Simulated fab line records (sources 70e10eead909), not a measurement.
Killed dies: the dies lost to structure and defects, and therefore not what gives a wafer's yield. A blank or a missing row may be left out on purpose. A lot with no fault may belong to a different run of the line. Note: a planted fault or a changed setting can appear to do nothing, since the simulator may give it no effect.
Matching of chambers || flow nand-harc || rie-diel-04 running NHARC_A_STAIRCASE_STRIP_476: 4 sister chambers
The step strips in O2, time 20 s. 20 wafers are shown with their chamber, then 10 later ones without.

== EACH WAFER AND ITS CHAMBER ==
{"wafer": "L074.2", "chamber": 0, "showerhead-plenum-p-Torr (Torr)": 3.57, "rf-vpp-V (V)": 58.2, "oes-product-au (a.u.)": 0.972}
{"wafer": "L074.4", "chamber": 3, "showerhead-plenum-p-Torr (Torr)": 3.34, "rf-vpp-V (V)": 56.6, "oes-product-au (a.u.)": 0.989}
{"wafer": "L074.5", "chamber": 0, "showerhead-plenum-p-Torr (Torr)": 3.57, "rf-vpp-V (V)": 59.1, "oes-product-au (a.u.)": 0.984}
{"wafer": "L076.1", "chamber": 0, "showerhead-plenum-p-Torr (Torr)": 3.57, "rf-vpp-V (V)": 56.7, "oes-product-au (a.u.)": 0.980}
{"wafer": "L076.2", "chamber": 2, "showerhead-plenum-p-Torr (Torr)": 3.28, "rf-vpp-V (V)": 57.9, "oes-product-au (a.u.)": 0.993}
{"wafer": "L076.4", "chamber": 1, "showerhead-plenum-p-Torr (Torr)": 3.64, "rf-vpp-V (V)": 59.0, "oes-product-au (a.u.)": 1.010}
{"wafer": "L077.2", "chamber": 0, "showerhead-plenum-p-Torr (Torr)": 3.57, "rf-vpp-V (V)": 57.2, "oes-product-au (a.u.)": 0.994}
{"wafer": "L077.4", "chamber": 2, "showerhead-plenum-p-Torr (Torr)": 3.28, "rf-vpp-V (V)": 57.6, "oes-product-au (a.u.)": 0.998}
{"wafer": "L077.6", "chamber": 3, "showerhead-plenum-p-Torr (Torr)": 3.33, "rf-vpp-V (V)": 57.2, "oes-product-au (a.u.)": 0.985}
{"wafer": "L084.4", "chamber": 2, "showerhead-plenum-p-Torr (Torr)": 3.27, "rf-vpp-V (V)": 58.5, "oes-product-au (a.u.)": 0.992}
{"wafer": "L084.5", "chamber": 3, "showerhead-plenum-p-Torr (Torr)": 3.32, "rf-vpp-V (V)": 58.4, "oes-product-au (a.u.)": 0.996}
{"wafer": "L084.6", "chamber": 2, "showerhead-plenum-p-Torr (Torr)": 3.27, "rf-vpp-V (V)": 57.8, "oes-product-au (a.u.)": 0.996}
{"wafer": "L091.2", "chamber": 1, "showerhead-plenum-p-Torr (Torr)": 3.62, "rf-vpp-V (V)": 58.1, "oes-product-au (a.u.)": 0.994}
{"wafer": "L091.3", "chamber": 3, "showerhead-plenum-p-Torr (Torr)": 3.31, "rf-vpp-V (V)": 57.1, "oes-product-au (a.u.)": 0.993}
{"wafer": "L091.6", "chamber": 0, "showerhead-plenum-p-Torr (Torr)": 3.54, "rf-vpp-V (V)": 56.2, "oes-product-au (a.u.)": 0.988}
{"wafer": "L095.1", "chamber": 2, "showerhead-plenum-p-Torr (Torr)": 3.80, "rf-vpp-V (V)": 58.5, "oes-product-au (a.u.)": 0.981}
{"wafer": "L095.2", "chamber": 1, "showerhead-plenum-p-Torr (Torr)": 3.61, "rf-vpp-V (V)": 58.1, "oes-product-au (a.u.)": 0.994}
{"wafer": "L095.5", "chamber": 2, "showerhead-plenum-p-Torr (Torr)": 3.80, "rf-vpp-V (V)": 58.6, "oes-product-au (a.u.)": 0.984}
{"wafer": "L094.1", "chamber": 2, "showerhead-plenum-p-Torr (Torr)": 3.80, "rf-vpp-V (V)": 58.2, "oes-product-au (a.u.)": 1.001}
{"wafer": "L094.2", "chamber": 0, "showerhead-plenum-p-Torr (Torr)": 3.53, "rf-vpp-V (V)": 57.8, "oes-product-au (a.u.)": 1.003}

SIGNATURES (means of the wafers above)
{"reading": "showerhead-plenum-p-Torr", "chamber 0": 3.5583, "chamber 1": 3.6233, "chamber 2": 3.5000, "chamber 3": 3.3250, "scatter within a chamber": 0.172}
{"reading": "rf-vpp-V", "chamber 0": 57.533, "chamber 1": 58.400, "chamber 2": 58.157, "chamber 3": 57.325, "scatter within a chamber": 0.741}
{"reading": "oes-product-au", "chamber 0": 0.98683, "chamber 1": 0.99933, "chamber 2": 0.99214, "chamber 3": 0.99075, "scatter within a chamber": 0.00847}
Rule: for each reading, subtract the chamber's mean from the wafer's reading, divide by that reading's scatter and square the result; add these up over the readings and take the root, which gives the wafer's distance from the chamber. The wafer belongs to the nearest chamber; if the next one is less than 2 further off, it can't be placed. The scatter: the root of (the sum of the squares of (reading less its chamber's mean) over the shown wafers, divided by (wafers less chambers)).

== WAFERS MISSING THEIR CHAMBER ==
{"wafer": "L094.5", "showerhead-plenum-p-Torr (Torr)": 3.61, "rf-vpp-V (V)": 59.0, "oes-product-au (a.u.)": 1.004}
{"wafer": "L096.1", "showerhead-plenum-p-Torr (Torr)": 3.30, "rf-vpp-V (V)": 58.5, "oes-product-au (a.u.)": 0.987}
{"wafer": "L096.3", "showerhead-plenum-p-Torr (Torr)": 3.53, "rf-vpp-V (V)": 57.1, "oes-product-au (a.u.)": 1.002}
{"wafer": "L096.4", "showerhead-plenum-p-Torr (Torr)": 3.80, "rf-vpp-V (V)": 57.7, "oes-product-au (a.u.)": 1.012}
{"wafer": "L097.1", "showerhead-plenum-p-Torr (Torr)": 3.30, "rf-vpp-V (V)": 57.8, "oes-product-au (a.u.)": 0.987}
{"wafer": "L097.3", "showerhead-plenum-p-Torr (Torr)": 3.60, "rf-vpp-V (V)": 59.5, "oes-product-au (a.u.)": 1.005}
{"wafer": "L097.4", "showerhead-plenum-p-Torr (Torr)": 3.53, "rf-vpp-V (V)": 57.8, "oes-product-au (a.u.)": 1.010}
{"wafer": "L097.2", "showerhead-plenum-p-Torr (Torr)": 3.80, "rf-vpp-V (V)": 57.8, "oes-product-au (a.u.)": 0.997}
{"wafer": "L097.5", "showerhead-plenum-p-Torr (Torr)": 3.30, "rf-vpp-V (V)": 57.3, "oes-product-au (a.u.)": 0.982}
{"wafer": "L097.6", "showerhead-plenum-p-Torr (Torr)": 3.53, "rf-vpp-V (V)": 57.6, "oes-product-au (a.u.)": 0.998}

== WHICH CHAMBER EACH ONE RAN IN ==
{"wafer": "L094.5", "from the rows above": "can't be placed: 1 or 2 or 0", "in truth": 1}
{"wafer": "L096.1", "from the rows above": "can't be placed: 2 or 3 or 0 or 1", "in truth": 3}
{"wafer": "L096.3", "from the rows above": "can't be placed: 3 or 2 or 1 or 0", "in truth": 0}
{"wafer": "L096.4", "from the rows above": "can't be placed: 1 or 2 or 0 or 3", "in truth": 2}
{"wafer": "L097.1", "from the rows above": "can't be placed: 3 or 2 or 0 or 1", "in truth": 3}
{"wafer": "L097.3", "from the rows above": "can't be placed: 1 or 2 or 0", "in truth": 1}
{"wafer": "L097.4", "from the rows above": "can't be placed: 1 or 2 or 3 or 0", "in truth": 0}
{"wafer": "L097.2", "from the rows above": "can't be placed: 1 or 0 or 2 or 3", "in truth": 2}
{"wafer": "L097.5", "from the rows above": "can't be placed: 3 or 0 or 2", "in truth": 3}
{"wafer": "L097.6", "from the rows above": "can't be placed: 2 or 1 or 0 or 3", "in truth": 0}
0 of 10 placed correctly. From these rows, 10 cannot be placed; in 10 the true chamber is one of the candidates. Placed wrongly: 0.
